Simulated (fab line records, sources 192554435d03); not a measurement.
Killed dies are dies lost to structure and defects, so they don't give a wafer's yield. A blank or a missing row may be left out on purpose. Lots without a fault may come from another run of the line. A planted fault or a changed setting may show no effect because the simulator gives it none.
Chamber matching | flow n5_finfet | N5_BEOL_M9_STRIP_67 on rie_diel-06: 4 sister chambers
The step strips in CF4. 20 wafers are shown with their chamber, then 10 later ones without.

WAFERS WITH THEIR CHAMBER
wafer  | chamber | drypump_motor_current_A (A) | throttle_valve_pct (%) | oes_product_au (a.u.)
L079.2 | 0       | 6.2                         | 13.45                  | 0.76
L079.3 | 2       | 5.2                         | 13.23                  | 0.84
L079.4 | 3       | 5.4                         | 13.55                  | 0.84
L078.2 | 3       | 5.4                         | 13.55                  | 0.83
L078.4 | 1       | 5.5                         | 13.06                  | 0.98
L078.6 | 0       | 6.2                         | 13.44                  | 0.77
L082.2 | 0       | 6.2                         | 13.46                  | 0.76
L082.5 | 0       | 6.2                         | 13.44                  | 0.76
L082.6 | 1       | 5.5                         | 13.07                  | 0.98
L083.2 | 2       | 5.2                         | 13.23                  | 0.83
L083.3 | 0       | 6.3                         | 13.45                  | 0.75
L083.4 | 1       | 5.5                         | 13.09                  | 0.97
L088.3 | 1       | 5.5                         | 13.10                  | 0.95
L088.5 | 2       | 5.2                         | 13.25                  | 0.82
L088.6 | 3       | 5.4                         | 13.59                  | 0.82
L089.1 | 3       | 5.4                         | 13.58                  | 0.82
L089.2 | 0       | 6.3                         | 13.47                  | 0.75
L089.3 | 1       | 5.5                         | 13.10                  | 0.95
L089.4 | 2       | 5.2                         | 13.27                  | 0.82
L089.5 | 2       | 5.2                         | 13.26                  | 0.82

SIGNATURES (means of the wafers above)
reading                 | chamber 0 | chamber 1 | chamber 2 | chamber 3 | scatter within a chamber
drypump_motor_current_A | 6.233     | 5.500     | 5.200     | 5.400     | 0.0289
throttle_valve_pct      | 13.4517   | 13.0840   | 13.2480   | 13.5675   | 0.0169
oes_product_au          | 0.7583    | 0.9660    | 0.8260    | 0.8275    | 0.0106
Rule: a wafer's distance from a chamber is the root of the sum, over the readings, of the square of ((its reading less the chamber's mean) divided by the reading's scatter). The wafer belongs to the nearest chamber; if the next one is less than 2 further off, it can't be placed. The scatter: the root of (the sum of the squares of (reading less its chamber's mean) over the shown wafers, divided by (wafers less chambers)).

WAFERS WITHOUT THEIR CHAMBER
wafer  | drypump_motor_current_A (A) | throttle_valve_pct (%) | oes_product_au (a.u.)
L089.6 | 5.4                         | 13.58                  | 0.82
L090.2 | 5.4                         | 13.59                  | 0.82
L090.4 | 5.2                         | 13.27                  | 0.81
L090.5 | 6.2                         | 13.50                  | 0.74
L094.2 | 5.2                         | 13.29                  | 0.81
L094.3 | 5.4                         | 13.60                  | 0.81
L094.4 | 5.5                         | 13.10                  | 0.93
L095.2 | 5.4                         | 13.62                  | 0.80
L095.3 | 6.2                         | 13.52                  | 0.73
L095.5 | 5.5                         | 13.14                  | 0.91

WHICH CHAMBER EACH WENT THROUGH
wafer  | from the rows above | in truth
L089.6 | 3                   | 3
L090.2 | 3                   | 3
L090.4 | 2                   | 2
L090.5 | 0                   | 0
L094.2 | 2                   | 2
L094.3 | 3                   | 3
L094.4 | 1                   | 1
L095.2 | 3                   | 3
L095.3 | 0                   | 0
L095.5 | 1                   | 1
Placed correctly: 10 of 10. Can't be placed from these rows: 0. Placed wrongly: 0.
